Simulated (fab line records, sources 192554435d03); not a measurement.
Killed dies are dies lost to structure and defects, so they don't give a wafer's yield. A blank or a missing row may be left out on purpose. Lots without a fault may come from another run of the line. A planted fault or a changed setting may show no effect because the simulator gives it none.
Which tool did it? | flow n5_finfet | 9 lots, 26 wafers sampled, at 5 steps of a route of 1938

WHAT THE GAUGES READ, wafer by wafer
N5_SD_ACTIVATION_RS_MEAS_03: measures by four-point-probe.
lot  | measured    | on            | RS_SD_N (ohm/sq)  | RS_SD_P (ohm/sq)
L773 | day 3 10:50 | film_metro-01 | 22.16 21.60 21.95 | 55.6 56.7 55.7
L774 | day 3 16:57 | film_metro-02 | 21.63 21.45 21.32 | 56.0 56.5 55.2
L775 | day 3 22:00 | film_metro-02 | 22.39 22.37 22.48 | 56.9 57.1 56.3
L776 | day 4 05:19 | film_metro-01 | 22.16 22.01 22.22 | 55.9 56.5 54.7
L785 | day 6 15:02 | film_metro-02 | 21.45 21.64       | 55.2 54.3
L787 | day 6 22:46 | film_metro-02 | 21.62 21.74 21.90 | 55.5 55.5 55.7
L790 | day 7 17:19 | film_metro-02 | 21.81 21.86 21.79 | 55.9 56.5 55.6
L791 | day 7 20:58 | film_metro-02 | 21.28 21.68 21.55 | 56.2 54.7 56.9
L796 | day 9 03:00 | film_metro-02 | 21.34 21.69 21.40 | 54.4 54.5 54.2

N5_HKMG_FIN_CD_MEAS_49: target cd 202 nm.
lot  | measured    | on        | cd_nm (nm)
L773 | day 4 00:44 | cd_sem-02 | 202.5 202.0 201.8
L774 | day 4 06:37 | cd_sem-03 | 201.4 201.0 201.1
L775 | day 4 10:46 | cd_sem-02 | 201.8 201.5 200.9
L776 | day 4 17:58 | cd_sem-03 | 202.2 202.3 202.6
L785 | day 7 03:59 | cd_sem-02 | 201.8 202.0
L787 | day 7 11:34 | cd_sem-03 | 202.4 202.0 201.5
L790 | day 8 06:12 | cd_sem-02 | 201.5 202.1 202.5
L791 | day 8 09:37 | cd_sem-01 | 202.3 201.9 202.0
L796 | day 9 16:03 | cd_sem-02 | 201.2 201.5 201.7

N5_BEOL_M4_RC_MEAS_101.
lot  | measured     | on        | DIBL_N (mV/V)  | DIBL_P (mV/V)  | IOFF_N (nA/um)    | IOFF_P (nA/um)    | ION_N (uA/um) | ION_P (uA/um) | SS_N (mV/dec)  | SS_P (mV/dec)  | VT_N (mV)         | VT_P (mV)
L773 | day 8 12:53  | prober-02 | 35.2 37.0 37.2 | 35.1 38.1 37.3 | 0.120 0.155 0.149 | 0.163 0.207 0.193 | 662 671 659   | 455 468 450   | 70.9 71.2 71.6 | 72.3 72.6 73.2 | 255.4 251.9 250.1 | -253.8 -251.8 -251.3
L774 | day 8 18:44  | prober-01 | 35.9 35.3 34.9 | 36.2 35.8 36.1 | 0.177 0.163 0.159 | 0.208 0.198 0.204 | 682 679 676   | 458 459 464   | 71.3 71.8 70.8 | 73.9 73.7 73.1 | 246.9 248.9 248.7 | -250.4 -251.5 -252.7
L775 | day 8 20:23  | prober-02 | 33.8 33.5 33.9 | 34.7 34.5 35.1 | 0.143 0.133 0.139 | 0.199 0.186 0.199 | 667 672 663   | 461 464 464   | 71.0 71.5 70.9 | 72.4 72.5 72.8 | 250.9 250.1 250.9 | -250.0 -250.8 -250.2
L776 | day 9 18:23  | prober-02 | 36.5 35.0 36.1 | 37.3 36.3 37.1 | 0.167 0.150 0.163 | 0.198 0.182 0.197 | 677 679 680   | 461 452 462   | 70.8 71.0 71.5 | 74.3 73.0 73.2 | 249.8 252.0 248.3 | -253.7 -254.3 -251.2
L785 | day 11 09:10 | prober-01 | 34.2 34.8      | 33.4 34.5      | 0.153 0.160       | 0.211 0.224       | 683 679       | 472 470       | 71.4 71.2      | 72.6 74.5      | 248.0 249.1       | -249.9 -248.3
L787 | day 12 07:56 | prober-01 | 33.9 34.1 33.2 | 35.3 36.2 34.6 | 0.152 0.156 0.136 | 0.208 0.231 0.201 | 688 682 681   | 474 474 471   | 71.3 71.0 70.4 | 72.8 73.3 72.7 | 248.7 250.0 250.0 | -248.8 -245.6 -249.4
L790 | day 13 14:47 | prober-01 | 36.5 36.6 36.1 | 36.9 37.0 36.0 | 0.146 0.141 0.139 | 0.178 0.178 0.168 | 671 660 674   | 459 451 457   | 70.9 70.4 71.4 | 73.0 72.9 73.4 | 250.3 250.9 249.9 | -251.8 -254.6 -253.8
L791 | day 13 14:14 | prober-02 | 34.5 33.8 35.7 | 36.0 35.6 37.6 | 0.143 0.137 0.164 | 0.198 0.187 0.223 | 681 665 681   | 470 466 467   | 71.5 71.2 71.5 | 73.3 73.1 73.5 | 252.2 253.1 249.4 | -248.9 -253.0 -251.9
L796 | day 14 22:47 | prober-02 | 35.3 35.2 35.9 | 34.3 34.4 35.3 | 0.134 0.130 0.146 | 0.219 0.216 0.240 | 657 667 678   | 466 471 477   | 71.6 71.4 71.1 | 73.2 72.1 73.7 | 252.8 249.9 251.0 | -247.0 -247.9 -244.7

WHICH TOOL RAN EACH LOT (tool, then ch and the chambers of the sampled wafers, then the start)
lot  | N5_ILD0_ALD_15                   | N5_DUMMY_REMOVAL_PRECLEAN_08
L773 | ald_sin-02 ch 0,1,3, day 3 14:54 | remote_plasma-01 ch 0, day 3 23:25
L774 | ald_sin-01 ch 2,3, day 3 22:08   | remote_plasma-01 ch 0, day 4 05:22
L775 | ald_sin-04 ch 0,1, day 4 02:13   | remote_plasma-01 ch 0, day 4 09:31
L776 | ald_sin-02 ch 1,2, day 4 09:35   | remote_plasma-01 ch 0, day 4 16:44
L785 | ald_sin-04 ch 0,3, day 6 19:05   | remote_plasma-01 ch 0, day 7 02:43
L787 | ald_sin-04 ch 2,3, day 7 02:56   | remote_plasma-02 ch 0, day 7 10:09
L790 | ald_sin-01 ch 0,1,3, day 7 21:40 | remote_plasma-02 ch 1, day 8 04:56
L791 | ald_sin-04 ch 0,1,2, day 8 01:02 | remote_plasma-02 ch 1, day 8 08:16
L796 | ald_sin-04 ch 1,2, day 9 07:28   | remote_plasma-02 ch 0, day 9 14:49
- N5_ILD0_ALD_15: deposits SiNx, target thk 24 nm, pulse time 1 s, ald cycles 480.
- N5_DUMMY_REMOVAL_PRECLEAN_08: cleans in NF3:NH3, afs cycles 2, time 20 s, sublimation time 60 s.

WHAT THE TOOLS THEMSELVES READ (means of the sampled wafers that have a number; where no wafer has one, the mark that the record gives instead)
N5_ILD0_ALD_15.
lot  | tool       | heater_power_w (W) | precursor_pulse_height_rel
L773 | ald_sin-02 | 853                | 1.027
L774 | ald_sin-01 | 777                | 1.004
L775 | ald_sin-04 | 873                | 0.979
L776 | ald_sin-02 | 901                | 1.006
L785 | ald_sin-04 | 905                | 0.999
L787 | ald_sin-04 | 874                | 1.007
L790 | ald_sin-01 | 807                | 1.014
L791 | ald_sin-04 | 840                | 1.010
L796 | ald_sin-04 | 887                | 0.997

N5_DUMMY_REMOVAL_PRECLEAN_08.
lot  | tool             | temp_c (C)
L773 | remote_plasma-01 | 30.14
L774 | remote_plasma-01 | 30.04
L775 | remote_plasma-01 | 30.02
L776 | remote_plasma-01 | 30.03
L785 | remote_plasma-01 | 29.45
L787 | remote_plasma-02 | 30.01
L790 | remote_plasma-02 | 30.04
L791 | remote_plasma-02 | 30.00
L796 | remote_plasma-02 | 30.13

THE ANSWER, worked out from the rows above alone
Rule: what is usual is taken from the lots themselves. Put in order of their means at a reading, lots are off if they are a third of the lots or fewer, leave a main group of 4 or more, and stand apart from it by a gap of 3 or more times the standard deviation of the main group's means; of several such gaps the widest counts. A main group whose means are all the same, to the digits that the tables above print for the reading, isn't used. A lot without any number at a reading at which 4 lots or more have one is off too. The other lots that the step has rows for count as sound. The gauges are gone through in route order, then the tools' own readings, and for those a lot's mean is taken as printed above. The first step at which some lot is off is used, and at that step the reading that is off furthest; a lot without a number counts as furthest.
Off: L785, at N5_DUMMY_REMOVAL_PRECLEAN_08 (temp_c). The main group: mean 30.05 C, standard deviation 0.05.
A tool fits if, at that step or a process step before it, it ran every lot that is off, and no sound lot after the first of them. One fits: remote_plasma-01 at N5_DUMMY_REMOVAL_PRECLEAN_08. Its last sound lot is L776 (day 4 16:44), its first lot that is off L785 (day 7 02:43): a fault that began between those two fits.
The tool's own readings at N5_DUMMY_REMOVAL_PRECLEAN_08 bear it out: on the lots that are off they differ by more than 5 times the standard deviation of the sound lots' means. temp_c reads 29.45 C there against 30.05 C on the sound lots.

WHAT THE SIMULATOR HAD PUT IN
Process parameter drift: remote_plasma-01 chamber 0, from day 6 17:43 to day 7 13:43, at N5_DUMMY_REMOVAL_PRECLEAN_08. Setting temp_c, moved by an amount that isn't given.
Lots struck among those shown: L785. The rule above found the same.
